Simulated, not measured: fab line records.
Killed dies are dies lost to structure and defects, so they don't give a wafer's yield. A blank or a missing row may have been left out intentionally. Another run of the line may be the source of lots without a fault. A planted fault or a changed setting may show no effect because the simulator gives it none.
Which tool was responsible? -- flow n5Finfet -- 14 lots, 42 wafers sampled, at 8 steps of a route of 1938

WHAT THE GAUGES SHOWED, per wafer
N5_BEOL_M0_SAQP_CD_MEAS_25 targets a cd of 13.1 nm. Usual: cdNm 12.82 nm, standard deviation 0.23.
lot,measured,on,cdNm (nm),flag
L716,day 5 18:34,cdSem-01,12.86 12.74 13.16,
L717,day 6 00:05,cdSem-03,12.86 12.85 12.94,
L719,day 6 11:04,cdSem-03,12.50 12.54 13.20,
L722,day 7 02:50,cdSem-02,12.62 12.95 12.90,
L724,day 7 09:11,cdSem-02,- - -,OFF
L723,day 7 14:59,cdSem-03,- - -,OFF
L737,day 10 21:09,cdSem-01,13.13 12.85 12.69,
L736,day 10 21:30,cdSem-02,12.62 12.62 12.57,
L731,day 10 21:37,cdSem-02,13.03 12.91 12.93,
L732,day 10 21:55,cdSem-02,12.91 13.05 13.02,
L734,day 10 22:25,cdSem-03,13.04 12.95 12.88,
L735,day 10 23:00,cdSem-03,12.88 12.98 12.52,
L728,day 10 23:08,cdSem-02,13.12 13.03 12.44,
L739,day 11 16:55,cdSem-02,13.07 12.91 12.94,

N5_BEOL_M4_RC_MEAS_101. Usual: DIBL_N 36.3 mV/V, standard deviation 1.9; DIBL_P 36.0 mV/V, standard deviation 2.1; IOFF_N 0.16 nA/um, standard deviation 0.031; IOFF_P 0.21 nA/um, standard deviation 0.035; ION_N 675 uA/um, standard deviation 14; ION_P 464 uA/um, standard deviation 8.5; SS_N 71.5 mV/dec, standard deviation 0.6; SS_P 73.3 mV/dec, standard deviation 0.72; VT_N 250 mV, standard deviation 3.2; VT_P -250 mV, standard deviation 3.1.
lot,measured,on,DIBL_N (mV/V),DIBL_P (mV/V),IOFF_N (nA/um),IOFF_P (nA/um),ION_N (uA/um),ION_P (uA/um),SS_N (mV/dec),SS_P (mV/dec),VT_N (mV),VT_P (mV),flag
L716,day 7 18:26,prober-02,37.9 38.2 37.5,38.3 39.7 38.2,0.19 0.21 0.19,0.27 0.31 0.27,683 705 688,472 484 470,71.8 71.7 71.7,74.1 74.4 74.0,247 245 245,-245 -244 -246,
L717,day 8 05:31,prober-02,33.9 36.2 35.7,34.2 36.9 35.3,0.12 0.16 0.14,0.18 0.23 0.21,658 668 656,458 462 454,71.0 71.5 70.8,72.4 73.3 72.4,252 250 252,-251 -248 -249,
L719,day 8 15:01,prober-01,34.5 34.5 39.1,36.0 36.8 41.7,0.14 0.14 0.24,0.19 0.20 0.29,691 673 698,475 464 470,70.4 70.9 71.9,73.7 74.3 74.9,249 251 242,-252 -250 -247,
L722,day 9 06:25,prober-02,39.9 38.3 37.1,40.2 37.8 35.9,0.22 0.18 0.17,0.26 0.23 0.21,692 689 701,471 473 477,72.2 71.7 71.5,75.1 73.6 74.6,247 247 246,-246 -246 -248,
L737,day 13 00:07,prober-02,38.4 35.6 38.0,36.3 34.7 37.4,0.17 0.12 0.16,0.21 0.19 0.22,663 668 676,453 464 460,72.6 71.1 72.0,73.2 73.2 74.0,250 252 248,-250 -251 -246,
L736,day 13 01:41,prober-01,35.2 35.7 37.2,36.5 36.8 39.7,0.14 0.16 0.19,0.17 0.18 0.22,678 681 698,458 457 471,70.4 71.7 72.5,72.9 73.2 73.5,248 248 246,-257 -254 -250,
L731,day 13 14:40,prober-01,33.1 37.4 33.9,32.6 37.9 34.1,0.11 0.17 0.12,0.14 0.21 0.15,665 680 664,450 470 453,69.9 71.8 70.9,72.3 73.6 72.7,255 253 254,-255 -252 -255,
L732,day 13 07:18,prober-02,39.3 36.0 36.2,40.2 35.6 36.0,0.22 0.15 0.15,0.29 0.19 0.20,696 694 686,484 475 472,72.3 70.8 71.5,74.4 73.4 73.3,246 249 249,-245 -251 -252,
L734,day 13 19:43,prober-02,37.5 39.9 40.5,35.8 38.6 39.5,0.16 0.21 0.24,0.21 0.25 0.27,694 683 715,471 462 481,71.5 72.6 72.2,74.1 74.0 74.0,249 245 244,-249 -247 -245,
L735,day 14 09:01,prober-01,36.4 36.8 36.2,36.4 38.3 37.6,0.18 0.19 0.18,0.21 0.24 0.25,668 685 681,460 466 469,72.1 71.9 71.6,73.0 74.0 74.3,249 247 246,-249 -248 -246,
L728,day 14 14:58,prober-01,36.0 35.6 36.2,36.1 35.3 35.1,0.17 0.16 0.17,0.25 0.23 0.22,686 681 678,473 468 467,71.2 71.7 71.7,72.8 72.9 73.2,246 247 247,-243 -249 -248,
L739,day 15 04:40,prober-01,36.2 36.5 36.9,36.7 36.7 37.3,0.15 0.15 0.16,0.21 0.21 0.21,668 668 665,460 458 457,71.1 70.7 71.4,73.1 73.2 74.1,250 251 251,-249 -248 -250,

TOOL THAT RAN EACH LOT (tool first, then ch and the chambers of the sampled wafers, then the start)
lot,N5_BEOL_M0_SAQP_PECVD_03,N5_BEOL_M0_SAQP_SPACER1_ETCHBACK_99,N5_BEOL_M0_SAQP_MANDREL1_REMOVE_100,N5_BEOL_M0_SAQP_ETCH_101,N5_BEOL_M0_SAQP_STRIP_108,N5_BEOL_M0_SAQP_SPACER2_ALD_26
L716,"pecvd-01 ch 0,1,2, day 5 15:45","rieDiel-05 ch 0,2, day 5 18:22","rieSi-03 ch 1,2, day 5 18:28","rieDiel-05 ch 0,1, day 5 18:37","rieDiel-05 ch 0,1, day 5 19:23","aldSin-04 ch 0,3, day 5 19:38"
L717,"pecvd-04 ch 0,2, day 5 20:53","rieDiel-05 ch 0,1, day 5 23:53","rieSi-03 ch 1,3, day 5 23:59","rieDiel-05 ch 0,1, day 6 00:08","rieDiel-01 ch 1,2,3, day 6 00:53","aldSin-04 ch 0,2,3, day 6 01:06"
L719,"pecvd-01 ch 1,2, day 6 08:37","rieDiel-06 ch 0,1,3, day 6 10:52","rieSi-04 ch 1,3, day 6 10:57","rieDiel-01 ch 0,1, day 6 11:06","rieDiel-06 ch 1,3, day 6 11:57","aldSin-01 ch 0,1,2, day 6 12:10"
L722,"pecvd-04 ch 0,2, day 7 00:07","rieDiel-05 ch 0,1,3, day 7 02:38","rieSi-03 ch 0,2,3, day 7 02:43","rieDiel-01 ch 1,2,3, day 7 02:52","rieDiel-05 ch 0,1,3, day 7 03:40","aldSin-04 ch 1,2,3, day 7 03:52"
L724,"pecvd-01 ch 0,1,2, day 7 06:56","rieDiel-05 ch 1,2,3, day 7 08:59","rieSi-05 ch 1,2,3, day 7 09:04","rieDiel-01 ch 1,2,3, day 7 09:13","rieDiel-05 ch 1,2,3, day 7 09:59","aldSin-04 ch 0,1,2, day 7 10:11"
L723,"pecvd-01 ch 0,1, day 7 12:38","rieDiel-06 ch 0,2,3, day 7 14:47","rieSi-05 ch 2,3, day 7 14:53","rieDiel-01 ch 0,1,2, day 7 15:07","rieDiel-01 ch 0,1,2, day 7 15:56","aldSin-04 ch 1,3, day 7 16:17"
L737,"pecvd-03 ch 1,2, day 10 17:51","rieDiel-01 ch 0,1,2, day 10 20:58","rieSi-05 ch 1,2, day 10 21:02","rieDiel-06 ch 0,3, day 10 21:13","rieDiel-01 ch 0,1,3, day 10 22:17","aldSin-03 ch 0,1,2, day 10 23:16"
L736,"pecvd-04 ch 0,1,2, day 10 17:55","rieDiel-06 ch 0,3, day 10 21:18","rieSi-05 ch 0,1,2, day 10 21:23","rieDiel-01 ch 0,1,2, day 10 21:33","rieDiel-05 ch 1,2,3, day 10 22:38","aldSin-03 ch 1,2, day 11 00:02"
L731,"pecvd-04 ch 0,1, day 10 18:11","rieDiel-06 ch 0,3, day 10 21:25","rieSi-04 ch 0,1, day 10 21:29","rieDiel-01 ch 0,1,3, day 10 21:41","rieDiel-05 ch 0,2,3, day 10 22:47","aldSin-01 ch 0,1,2, day 11 02:17"
L732,"pecvd-03 ch 1,2, day 10 18:14","rieDiel-06 ch 0,1,2, day 10 21:44","rieSi-03 ch 1,3, day 10 21:49","rieDiel-01 ch 1,3, day 10 22:01","rieDiel-01 ch 0,2, day 10 23:16","aldSin-04 ch 0,1,3, day 11 02:29"
L734,"pecvd-03 ch 0,1,2, day 10 18:37","rieDiel-06 ch 0,2, day 10 22:13","rieSi-05 ch 0,1,3, day 10 22:19","rieDiel-06 ch 0,1,2, day 10 22:28","rieDiel-05 ch 1,2, day 11 00:19","aldSin-01 ch 1,2,3, day 11 02:48"
L735,"pecvd-01 ch 0,1, day 10 18:46","rieDiel-01 ch 1,2,3, day 10 22:49","rieSi-03 ch 0,1, day 10 22:53","rieDiel-01 ch 1,3, day 10 23:02","rieDiel-05 ch 0,2,3, day 11 00:58","aldSin-03 ch 0,2, day 11 03:15"
L728,"pecvd-01 ch 0,1, day 10 19:08","rieDiel-01 ch 0,2, day 10 22:56","rieSi-05 ch 0,3, day 10 23:01","rieDiel-05 ch 0,1,2, day 10 23:17","rieDiel-01 ch 0,1,3, day 11 01:11","aldSin-01 ch 1,2,3, day 11 03:29"
L739,"pecvd-01 ch 0,2, day 11 14:02","rieDiel-06 ch 1,2,3, day 11 16:44","rieSi-05 ch 0,1,2, day 11 16:49","rieDiel-01 ch 0,2,3, day 11 17:15","rieDiel-06 ch 0,1, day 11 18:13","aldSin-01 ch 1,3, day 11 18:28"
- N5_BEOL_M0_SAQP_PECVD_03: deposits SiCN from 3MS/NH3, target thk 12 nm, time 21.1 s.
- N5_BEOL_M0_SAQP_SPACER1_ETCHBACK_99: etches SiO2 in CHF3/O2, target depth 15.4 nm, time 7.7 s.
- N5_BEOL_M0_SAQP_MANDREL1_REMOVE_100: chemistry HBr/Cl2/O2, target a-Si, stops on SiNx, bt time 10 s.
- N5_BEOL_M0_SAQP_ETCH_101: etches SiNx in CH3F/O2, target depth 29.9 nm, time 42.7 s.
- N5_BEOL_M0_SAQP_STRIP_108: strips in N2/H2.
- N5_BEOL_M0_SAQP_SPACER2_ALD_26: deposits SiO2, target thk 15 nm, pulse time 1 s, purge time 2 s.

WHAT THE TOOLS THEMSELVES READ (means of the sampled wafers that have a number; where no wafer has one, the mark that the record gives instead)
N5_BEOL_M0_SAQP_PECVD_03. Usual: showerheadPlenumPTorr 3.670 Torr, standard deviation 0.016; throttleValvePct 9.3 %, standard deviation 0.58.
lot,tool,showerheadPlenumPTorr (Torr),throttleValvePct (%),flag
L716,pecvd-01,3.667,9.5,
L717,pecvd-04,3.659,9.0,
L719,pecvd-01,3.651,8.7,
L722,pecvd-04,3.667,9.3,
L724,pecvd-01,3.667,9.4,
L723,pecvd-01,3.681,9.9,
L737,pecvd-03,3.662,9.3,
L736,pecvd-04,3.670,9.0,
L731,pecvd-04,3.682,9.3,
L732,pecvd-03,3.662,9.5,
L734,pecvd-03,3.666,9.4,
L735,pecvd-01,3.675,9.8,
L728,pecvd-01,3.684,9.9,
L739,pecvd-01,3.669,9.6,

N5_BEOL_M0_SAQP_SPACER1_ETCHBACK_99. Usual: CHF3_flow_sccm 50.00 sccm, standard deviation 0.15; O2_flow_sccm 5.001 sccm, standard deviation 0.015; drypumpMotorCurrentA 5.5 A, standard deviation 0.63; oesProductAu 0.75 a.u., standard deviation 0.067; rfVppV 528 V, standard deviation 10; showerheadPlenumPTorr 2.43 Torr, standard deviation 0.064; throttleValvePct 19.02 %, standard deviation 0.2.
lot,tool,CHF3_flow_sccm (sccm),O2_flow_sccm (sccm),drypumpMotorCurrentA (A),oesProductAu (a.u.),rfVppV (V),showerheadPlenumPTorr (Torr),throttleValvePct (%),flag
L716,rieDiel-05,49.98,4.997,5.8,0.71,526,2.44,19.08,
L717,rieDiel-05,50.20,5.003,6.7,0.74,517,2.33,19.17,
L719,rieDiel-06,49.98,5.003,5.7,0.77,520,2.45,18.85,
L722,rieDiel-05,50.00,4.993,6.1,0.80,520,2.40,19.08,
L724,rieDiel-05,-,-,-,-,-,-,-,OFF
L723,rieDiel-06,-,-,-,-,-,-,-,OFF
L737,rieDiel-01,49.83,5.010,5.2,0.72,539,2.46,19.09,
L736,rieDiel-06,49.97,4.992,6.1,0.78,517,2.48,18.78,
L731,rieDiel-06,50.07,5.010,6.1,0.78,517,2.48,18.77,
L732,rieDiel-06,49.95,5.004,6.1,0.80,521,2.43,18.74,
L734,rieDiel-06,49.97,5.007,6.5,0.86,519,2.43,18.61,
L735,rieDiel-01,50.03,5.000,5.2,0.70,533,2.42,19.13,
L728,rieDiel-01,50.02,5.025,5.4,0.74,543,2.43,19.17,
L739,rieDiel-06,49.99,4.996,5.8,0.76,521,2.39,18.90,

N5_BEOL_M0_SAQP_MANDREL1_REMOVE_100. Usual: drypumpMotorCurrentA 5.6 A, standard deviation 0.58; oesProductAu 1.001 a.u., standard deviation 0.019; throttleValvePct 36.8 %, standard deviation 0.45.
lot,tool,drypumpMotorCurrentA (A),oesProductAu (a.u.),throttleValvePct (%),flag
L716,rieSi-03,5.5,0.996,36.6,
L717,rieSi-03,5.8,0.993,36.7,
L719,rieSi-04,6.1,1.005,36.2,
L722,rieSi-03,5.8,0.997,36.8,
L724,rieSi-05,5.6,0.379,37.2,OFF
L723,rieSi-05,6.0,0.383,37.3,OFF
L737,rieSi-05,5.7,1.013,36.8,
L736,rieSi-05,5.8,1.013,36.8,
L731,rieSi-04,5.1,0.993,36.3,
L732,rieSi-03,5.8,0.991,36.7,
L734,rieSi-05,5.3,0.992,36.9,
L735,rieSi-03,5.0,0.985,36.6,
L728,rieSi-05,5.2,0.984,37.3,
L739,rieSi-05,5.8,1.018,36.7,

N5_BEOL_M0_SAQP_ETCH_101. Usual: drypumpMotorCurrentA 5.6 A, standard deviation 0.63; oesProductAu 0.75 a.u., standard deviation 0.065; rfVppV 299 V, standard deviation 5.9; showerheadPlenumPTorr 2.02 Torr, standard deviation 0.055; throttleValvePct 16.47 %, standard deviation 0.22.
lot,tool,drypumpMotorCurrentA (A),oesProductAu (a.u.),rfVppV (V),showerheadPlenumPTorr (Torr),throttleValvePct (%),flag
L716,rieDiel-05,6.7,0.74,294,1.93,16.63,
L717,rieDiel-05,6.7,0.73,297,1.93,16.70,
L719,rieDiel-01,5.1,0.72,304,2.07,16.44,
L722,rieDiel-01,5.1,0.73,302,2.02,16.55,
L724,rieDiel-01,5.1,0.27,304,2.02,16.50,OFF
L723,rieDiel-01,5.2,0.28,306,2.05,16.47,OFF
L737,rieDiel-06,6.1,0.78,293,2.06,16.24,
L736,rieDiel-01,5.3,0.72,305,2.04,16.58,
L731,rieDiel-01,5.0,0.70,302,2.03,16.60,
L732,rieDiel-01,5.0,0.68,300,2.03,16.55,
L734,rieDiel-06,6.1,0.80,295,2.01,16.20,
L735,rieDiel-01,5.0,0.68,300,2.03,16.54,
L728,rieDiel-05,6.2,0.69,295,1.96,16.68,
L739,rieDiel-01,5.2,0.72,306,2.00,16.68,

N5_BEOL_M0_SAQP_STRIP_108. Usual: drypumpMotorCurrentA 5.6 A, standard deviation 0.68; oesProductAu 0.74 a.u., standard deviation 0.068; rfVppV 122.0 V, standard deviation 0.96; showerheadPlenumPTorr 3.38 Torr, standard deviation 0.12; tempC 40.02 C, standard deviation 0.11; throttleValvePct 19.01 %, standard deviation 0.25.
lot,tool,drypumpMotorCurrentA (A),oesProductAu (a.u.),rfVppV (V),showerheadPlenumPTorr (Torr),tempC (C),throttleValvePct (%),flag
L716,rieDiel-05,6.7,0.72,121.2,3.20,39.92,19.30,
L717,rieDiel-01,5.2,0.74,121.0,3.38,40.03,18.94,
L719,rieDiel-06,5.4,0.74,122.0,3.34,39.91,19.01,
L722,rieDiel-05,6.1,0.81,121.8,3.33,39.98,19.09,
L724,rieDiel-05,5.6,0.80,122.4,3.42,40.04,18.88,
L723,rieDiel-01,5.3,0.75,122.3,3.43,40.05,18.98,
L737,rieDiel-01,5.0,0.71,121.6,3.41,40.05,19.10,
L736,rieDiel-05,5.6,0.76,121.7,3.41,40.02,18.94,
L731,rieDiel-05,5.7,0.75,122.1,3.40,40.00,19.07,
L732,rieDiel-01,5.2,0.75,122.1,3.43,39.93,19.13,
L734,rieDiel-05,6.2,0.71,121.3,3.28,40.11,19.06,
L735,rieDiel-05,5.6,0.75,122.2,3.39,40.04,19.07,
L728,rieDiel-01,5.0,0.70,121.7,3.40,39.99,19.11,
L739,rieDiel-06,5.7,0.74,122.0,3.38,39.99,18.80,

N5_BEOL_M0_SAQP_SPACER2_ALD_26. Usual: heaterPowerW 471 W, standard deviation 47; precursorPulseHeightRel 0.996, standard deviation 0.019.
lot,tool,heaterPowerW (W),precursorPulseHeightRel,flag
L716,aldSin-04,460,0.998,
L717,aldSin-04,497,0.994,
L719,aldSin-01,482,0.988,
L722,aldSin-04,498,0.993,
L724,aldSin-04,485,1.003,
L723,aldSin-04,471,1.006,
L737,aldSin-03,439,0.995,
L736,aldSin-03,393,0.990,
L731,aldSin-01,486,0.999,
L732,aldSin-04,468,1.004,
L734,aldSin-01,470,0.977,
L735,aldSin-03,477,0.995,
L728,aldSin-01,478,0.979,
L739,aldSin-01,465,0.994,

THE ANSWER, worked out from the rows above alone
Rule: lot off if the mean of its wafers having a number is beyond 3 standard deviations from the usual mean. A lot without any number at a reading at which 4 lots or more have one is off too. Where the step has rows for the other lots, those lots are counted as sound. First the gauges in route order, then the tools' own readings, where a lot's mean is used as printed above. The first step at which some lot is off is used, and at that step the reading that is off furthest; a lot without a number counts as furthest.
Off: L724, L723, at N5_BEOL_M0_SAQP_CD_MEAS_25 (cdNm). Without a number there: L724, L723.
A tool fits if, at a process step before that reading, it ran every lot that is off, and no sound lot after the first of them. The gauges at N5_BEOL_M0_SAQP_CD_MEAS_25 aren't tried: what is off there is off at N5_BEOL_M0_SAQP_SPACER1_ETCHBACK_99 too, on other tools, and a gauge's error can't cause that. None of those tried fits.

WHAT THE SIMULATOR HAD PUT IN
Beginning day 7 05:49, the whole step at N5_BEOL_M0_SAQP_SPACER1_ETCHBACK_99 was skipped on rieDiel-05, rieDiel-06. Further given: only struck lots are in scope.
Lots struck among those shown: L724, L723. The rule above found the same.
